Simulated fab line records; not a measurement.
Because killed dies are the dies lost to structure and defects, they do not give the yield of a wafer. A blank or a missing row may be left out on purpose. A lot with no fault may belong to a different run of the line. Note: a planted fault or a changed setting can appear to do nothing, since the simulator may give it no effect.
Chamber matching	flow n5_finfet	ald_metal-04 running N5_BEOL_M8_ALD_77: 4 sister chambers
The step deposits TaN, target thk 2 nm, pulse time 2 s, purge time 3 s. 8 wafers are shown with their chamber, then 8 later ones without.

WAFERS, EACH WITH ITS CHAMBER
wafer	chamber	heater_power_w (W)	precursor_vessel_carrier_sccm (sccm)
L087.2	1	380	1002.7
L087.4	0	359	1003.0
L089.2	2	430	994.6
L089.5	3	361	999.2
L091.2	0	363	999.1
L091.4	3	363	1001.0
L091.5	1	381	1001.8
L094.2	2	373	998.8

WAFERS MISSING THEIR CHAMBER
wafer	heater_power_w (W)	precursor_vessel_carrier_sccm (sccm)
L094.3	364	998.4
L094.4	351	1001.8
L093.1	360	1004.4
L093.2	370	1004.5
L093.4	349	997.7
L096.2	343	995.6
L096.3	363	995.2
L096.5	347	999.8

THE CHAMBER EACH PASSED THROUGH
wafer	from the rows above	in truth
L094.3	can't be placed: 3 or 0 or 1 or 2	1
L094.4	can't be placed: 0 or 3 or 1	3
L093.1	can't be placed: 1 or 0 or 3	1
L093.2	can't be placed: 1 or 0 or 3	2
L093.4	can't be placed: 3 or 0 or 1 or 2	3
L096.2	can't be placed: 3 or 0 or 2 or 1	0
L096.3	can't be placed: 2 or 3 or 0 or 1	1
L096.5	can't be placed: 3 or 0 or 1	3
Correct placement for 0 of the 8. Unplaceable from these rows: 8, with the true chamber sitting among the candidates in 7. Wrongly placed: 0.
How it was worked out, from the rows above alone: a wafer's distance from a chamber is the root of the sum, over the readings, of the square of ((its reading less the chamber's mean) divided by the reading's scatter). The wafer belongs to the nearest chamber; if the next one is less than 2 further off, it can't be placed. Each chamber's mean is taken over the wafers shown for it. The scatter is the square root of a quotient: the sum, over the shown wafers, of each reading's squared deviation from its chamber's mean, divided by wafers minus chambers.
